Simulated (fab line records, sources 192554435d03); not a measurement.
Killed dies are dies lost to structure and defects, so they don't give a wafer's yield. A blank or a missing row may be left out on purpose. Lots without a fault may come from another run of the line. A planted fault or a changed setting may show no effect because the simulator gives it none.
Chamber matching | flow n5_finfet | N5_BEOL_M10_ETCH_66 on rie_diel-05: 4 sister chambers
The step etches SOC in N2/H2, target depth 120 nm, overetch 24 nm, time 180 s. 16 wafers are shown with their chamber, then 7 later ones without.

WAFERS WITH THEIR CHAMBER
wafer  | chamber | throttle_valve_pct (%) | showerhead_plenum_p_Torr (Torr) | oes_product_au (a.u.)
L177.3 | 2       | 17.67                  | 2.63                            | 0.59
L177.4 | 1       | 17.98                  | 2.56                            | 0.65
L177.6 | 3       | 17.63                  | 2.66                            | 0.65
L178.2 | 1       | 18.00                  | 2.56                            | 0.65
L178.5 | 0       | 17.93                  | 2.53                            | 0.60
L178.6 | 1       | 18.00                  | 2.56                            | 0.65
L182.2 | 3       | 17.62                  | 2.65                            | 0.64
L182.5 | 2       | 17.70                  | 2.63                            | 0.58
L182.6 | 3       | 17.65                  | 2.65                            | 0.64
L188.4 | 0       | 17.96                  | 2.53                            | 0.60
L188.5 | 2       | 17.69                  | 2.62                            | 0.57
L189.1 | 0       | 17.98                  | 2.52                            | 0.60
L189.3 | 1       | 18.04                  | 2.54                            | 0.63
L189.5 | 2       | 17.71                  | 2.62                            | 0.57
L190.1 | 0       | 17.97                  | 2.52                            | 0.60
L190.5 | 1       | 18.04                  | 2.54                            | 0.63

SIGNATURES (means of the wafers above)
reading                  | chamber 0 | chamber 1 | chamber 2 | chamber 3 | scatter within a chamber
throttle_valve_pct       | 17.9600   | 18.0120   | 17.6925   | 17.6333   | 0.0216
showerhead_plenum_p_Torr | 2.5250    | 2.5520    | 2.6250    | 2.6533    | 0.00789
oes_product_au           | 0.6000    | 0.6420    | 0.5775    | 0.6433    | 0.00827
Rule: a wafer's distance from a chamber is the root of the sum, over the readings, of the square of ((its reading less the chamber's mean) divided by the reading's scatter). The wafer belongs to the nearest chamber; if the next one is less than 2 further off, it can't be placed. The scatter: the root of (the sum of the squares of (reading less its chamber's mean) over the shown wafers, divided by (wafers less chambers)).

WAFERS WITHOUT THEIR CHAMBER
wafer  | throttle_valve_pct (%) | showerhead_plenum_p_Torr (Torr) | oes_product_au (a.u.)
L190.6 | 17.98                  | 2.52                            | 0.59
L192.1 | 18.03                  | 2.54                            | 0.63
L192.2 | 17.71                  | 2.62                            | 0.57
L192.6 | 17.67                  | 2.64                            | 0.62
L195.1 | 17.68                  | 2.64                            | 0.63
L195.2 | 17.73                  | 2.62                            | 0.56
L195.3 | 18.06                  | 2.54                            | 0.63

WHICH CHAMBER EACH WENT THROUGH
wafer  | from the rows above     | in truth
L190.6 | 0                       | 0
L192.1 | 1                       | 1
L192.2 | 2                       | 2
L192.6 | can't be placed: 3 or 2 | 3
L195.1 | 3                       | 3
L195.2 | 2                       | 2
L195.3 | 1                       | 1
Placed correctly: 6 of 7. Can't be placed from these rows: 1 (the true chamber is among the candidates in 1). Placed wrongly: 0.
